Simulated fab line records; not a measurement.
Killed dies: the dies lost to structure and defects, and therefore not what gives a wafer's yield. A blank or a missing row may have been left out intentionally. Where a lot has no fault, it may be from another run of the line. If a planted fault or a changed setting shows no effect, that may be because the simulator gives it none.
3 desks looking at one fault    flow n5_finfet    each desk has only its own numbers; what lay behind them comes last

AT THE METROLOGY DESK
Lot by lot, what the gauges showed, no matter which tool ran the lot: averages of those sampled wafers that carry a number. The brackets show how far a lot's mean lies from the usual mean; more than 4 standard deviations puts the lot out of limits, marked OUT. 7 of its 14 readings are shown, namely those furthest out on some lot.
Columns: A = IOFF_P at N5_BEOL_M4_RC_MEAS_101, usual 0.21 nA/um; B = IOFF_P_85C at N5_BEOL_M4_RC_MEAS_101, usual 3.6 nA/um; C = IOFF_P_LIN at N5_BEOL_M4_RC_MEAS_101, usual 0.099 nA/um; D = ION_N at N5_BEOL_M4_RC_MEAS_101, usual 672 uA/um; E = ION_P at N5_BEOL_M4_RC_MEAS_101, usual 462 uA/um; F = VT_P at N5_BEOL_M4_RC_MEAS_101, usual -250 mV; G = VT_P_LVT at N5_BEOL_M4_RC_MEAS_101, usual -99 mV
lot   first seen here  A     B    C      D    E    F     G
L838  day 8 04:01      0.22  3.7  0.104  674  468  -248  -97
L841  day 8 10:41      0.16  2.9  0.079  665  455  -256  -107
L842  day 9 07:46      0.16  2.9  0.083  670  456  -254  -103
L845  day 9 17:10      0.21  3.6  0.100  665  460  -252  -101
L847  day 10 14:59     0.27  4.4  0.129  679  474  -242  -92
L854  day 11 23:43     0.27  4.5  0.123  694  479  -245  -94
L856  day 12 07:54     0.23  3.8  0.107  684  464  -248  -97
L857  day 12 21:50     0.24  4.0  0.109  683  467  -249  -95
L859  day 13 12:31     0.20  3.5  0.097  660  458  -251  -99
L860  day 13 15:20     0.22  3.7  0.109  682  467  -248  -99
This desk's finding: nothing out of limits on any of the 10 lots.

THE DEFECT DESK
Inspection counts along the route, by lot: the mean over sampled wafers that carry a number. The brackets show how far a lot's mean lies from the usual mean; more than 4 standard deviations puts the lot out of limits, marked OUT.
Columns: A = raw_defect_count at N5_HKMG_FIN_INSPECT_14, usual 2.1
lot   first seen here  A
L838  day 4 03:50      1.7
L841  day 4 20:46      2.0
L842  day 5 02:35      2.7
L845  day 5 23:50      3.0
L847  day 6 09:17      2.5
L854  day 8 00:57      1.7
L856  day 8 12:08      1.3
L857  day 8 20:45      3.0
L859  day 9 10:05      0.3
L860  day 9 16:57      4.3
This desk's finding: nothing out of limits on any of the 10 lots.

THE TOOL OWNER'S DESK: ald_metal-01
The tool's own readings at N5_HKMG_FIN_PWFM_ALD_03 (deposits TiN, target thk 2 nm, pulse time 1 s, purge time 3 s): means of the sampled wafers that have a number, for each lot that ran on this tool. The brackets show how far a lot's mean lies from the usual mean; more than 4 standard deviations puts the lot out of limits, marked OUT.
Columns: A = heater_power_w at N5_HKMG_FIN_PWFM_ALD_03, usual 865 W; B = precursor_pulse_height_rel at N5_HKMG_FIN_PWFM_ALD_03, usual 1.000
lot   first seen here  A    B
L841  day 4 19:53      812  0.995
L842  day 5 01:42      789  1.006
L845  day 5 22:56      802  0.990
L847  day 6 08:30      788  0.994
L857  day 8 19:59      812  0.990
L859  day 9 09:19      877  0.993
L860  day 9 16:04      791  1.005
This desk's finding: nothing out of limits on any of the 7 lots.

PUT TOGETHER
Metrology desk: nothing out of limits seen.
Nothing out of limits was seen by the defect desk.
The desk of the tool owner found nothing out of limits.

WHAT HAD BEEN PUT IN BY THE SIMULATOR
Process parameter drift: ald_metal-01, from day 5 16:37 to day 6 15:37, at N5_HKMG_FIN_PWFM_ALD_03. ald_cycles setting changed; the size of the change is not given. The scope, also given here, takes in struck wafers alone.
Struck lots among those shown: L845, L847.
